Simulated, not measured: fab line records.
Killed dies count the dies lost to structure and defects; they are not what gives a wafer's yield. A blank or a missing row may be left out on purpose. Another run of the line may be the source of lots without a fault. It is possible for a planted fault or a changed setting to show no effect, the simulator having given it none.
Comparing a struck lot with a sound one ; flow nand harc ; 15 out of 1302 route steps
Sound: wafers L265.1, L265.3, L265.5. Wafers L264.1, L264.2, L264.5 were the ones struck. The cause comes at the end.
Order at every step that has rows: each side's tool, ch and its chambers, its first start. Under that, the readings that differ: sound wafers ; struck wafers ; difference of the means ; sigmas: that difference in standard deviations of wafers without a fault.
alike: readings whose means differ by less than 2 such deviations, and words and numbers that are the same on both sides. not compared: withheld readings, readings that some wafer has no value for, bounds like >300 that may hide the same value, and numbers for which the record gives no deviation and whose values overlap.
A row with sigmas, a row that says differs or no value, or rows on one side alone: a step with any of these is where the two part. Numbers that don't overlap but have no deviation are shown without sigmas and don't part them. A reading missing from all wafers of one side parts the sides only when that side holds two or more wafers.

NHARC_A_DECK1_JOINT_CMP_02: polishes SiOx.
  sound on cmp-04 ch 0,2,3, day 17 04:10; struck on cmp-04 ch 0,2,3, day 16 08:05
  alike: motor current A
next, for these wafers, 1 step has no rows: NHARC_A_DECK1_JOINT_SRD_15.
NHARC_A_DECK1_JOINT_DEP_16: deposits SiO2, target thk 45 nm.
  sound on pecvd-03 ch 0,1,2, day 17 04:55; struck on pecvd-04 ch 0,1,2, day 16 08:27
  alike: heater power w, showerhead vpp V, throttle valve pct
NHARC_A_DECK1_JOINT_THK_MEAS_17: measures by ellipsometry.
  struck on film metro-02, day 16 08:43; sound on film metro-02, day 17 05:12
  alike: thk nm
NHARC_A_DECK1_JOINT_INSPECT_05:
  struck on defect inspect-02, day 16 08:44; sound on defect inspect-02, day 17 05:14
  alike: raw defect count
after that, 1 step with no rows for these wafers: NHARC_A_ONON_D2_DEP_00 (target thk 1000 nm).
NHARC_A_ONON_D2_THK_MEAS_02: measures by ellipsometry.
  struck on film metro-01, day 16 09:28; sound on film metro-02, day 17 05:49
reading;sound;struck;difference;sigmas
thk nm (nm);967 965 966;1006 1008 1007;+41;+3
after that, 1 step with no rows for these wafers: NHARC_A_ONON_D2_DEP_03 (target thk 1000 nm).
NHARC_A_ONON_D2_THK_MEAS_05: measures by ellipsometry.
  struck on film metro-01, day 16 10:02; sound on film metro-02, day 17 06:23
  alike: thk nm
after that, 1 step with no rows for these wafers: NHARC_A_ONON_D2_DEP_06 (target thk 1000 nm).
NHARC_A_ONON_D2_THK_MEAS_08: measures by ellipsometry.
  struck on film metro-02, day 16 10:37; sound on film metro-02, day 17 06:57
  alike: thk nm
NHARC_A_ONON_D2_DEP_09: target thk 1000 nm.
  sound on pecvd onon-01 ch 0, day 17 07:01; struck on pecvd onon-04 ch 0, day 16 10:40
NHARC_A_ONON_D2_THK_MEAS_11: measures by ellipsometry.
  struck on film metro-02, day 16 11:10; sound on film metro-02, day 17 07:31
reading;sound;struck;difference;sigmas
thk nm (nm);1008 1007 1008;963 960 962;-46;-6
then, 2 steps without rows for these wafers: NHARC_A_ONON_D2_DEP_12 (target thk 1000 nm); NHARC_END_SORT_01.

WHERE THEY PART
At NHARC_A_ONON_D2_THK_MEAS_02 first; at NHARC_A_ONON_D2_THK_MEAS_11 last (within this record only).

WHY: whatever the simulator had introduced
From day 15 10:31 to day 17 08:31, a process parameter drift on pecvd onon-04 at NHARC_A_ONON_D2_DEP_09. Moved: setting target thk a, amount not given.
